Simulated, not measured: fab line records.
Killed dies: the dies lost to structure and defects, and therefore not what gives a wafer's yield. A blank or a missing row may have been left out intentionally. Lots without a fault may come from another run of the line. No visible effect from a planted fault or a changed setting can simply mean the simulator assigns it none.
2 desks looking at one fault ; flow n5_finfet ; numbers are kept per desk, each desk with only its own; the story behind them comes last

## METROLOGY DESK
What the gauges read for every lot (on any tool): the sampled wafers with a number, averaged. If a lot's mean is further than 4 standard deviations from the usual mean, the lot is out of limits and carries the mark OUT (the distance appears in the brackets). Of its 10 readings 7 are shown: those that lie furthest out on some lot.
Columns: A = DIBL_N at N5_BEOL_M4_RC_MEAS_101, usual 36.6 mV/V; B = DIBL_P at N5_BEOL_M4_RC_MEAS_101, usual 36.5 mV/V; C = IOFF_N at N5_BEOL_M4_RC_MEAS_101, usual 0.17 nA/um; D = IOFF_P at N5_BEOL_M4_RC_MEAS_101, usual 0.22 nA/um; E = ION_P at N5_BEOL_M4_RC_MEAS_101, usual 461 uA/um; F = VT_N at N5_BEOL_M4_RC_MEAS_101, usual 249 mV; G = VT_P at N5_BEOL_M4_RC_MEAS_101, usual -250 mV
lot;first seen here;A;B;C;D;E;F;G
L773;day 11 02:47;37.8;38.1;0.20;0.21;464;249;-253
L776;day 11 13:29;36.3;35.7;0.16;0.20;451;251;-252
L780;day 12 03:59;34.4;34.9;0.13;0.19;457;252;-251
L785;day 14 08:37;36.7;33.6;0.16;0.17;452;253;-252
This desk's finding: nothing out of limits on any of the 4 lots.

## FOR THE TOOL OWNER'S DESK: pecvd-04
The tool's own readings at N5_BEOL_M2_PECVD_72 (deposits SiO2 from TEOS/O2, target thk 16 nm, time 18 s): means of the sampled wafers that have a number, for each lot that ran on this tool. If a lot's mean is further than 4 standard deviations from the usual mean, the lot is out of limits and carries the mark OUT (the distance appears in the brackets).
Columns: A = heater_power_w at N5_BEOL_M2_PECVD_72, usual 745 W; B = showerhead_plenum_p_Torr at N5_BEOL_M2_PECVD_72, usual 8.81 Torr; C = susceptor_temp_C at N5_BEOL_M2_PECVD_72, usual 400.01 C; D = throttle_valve_pct at N5_BEOL_M2_PECVD_72, usual 22.4 %
lot;first seen here;A;B;C;D
L773;day 9 19:53;706;8.82;404.22 (+18) OUT;22.4
L776;day 10 11:05;712;8.88;404.11 (+17) OUT;23.4
L785;day 12 12:20;687;8.83;400.21;23.4
This desk's verdict: out of limits on L773, L776, starting with L773 at day 9 19:53 (susceptor_temp_C at N5_BEOL_M2_PECVD_72). L785: within limits.

## PUT TOGETHER
The tool owner's desk could have raised an alarm at day 9 19:53, on L773, L776.
From the metrology desk's view, nothing was out of limits.
The metrology desk holds a record of L773, L776, inside its limits.
All the named lots went through N5_BEOL_M2_PECVD_72 on pecvd-04.

## WHAT THE SIMULATOR HAD PUT IN
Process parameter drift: pecvd-04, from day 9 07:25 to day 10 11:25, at N5_BEOL_M2_PECVD_72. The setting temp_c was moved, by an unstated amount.
Shown lots that were struck: L773, L776.
How many hours passed from the start of the fault until each desk's first out-of-limits reading: the tool owner's desk, 12.
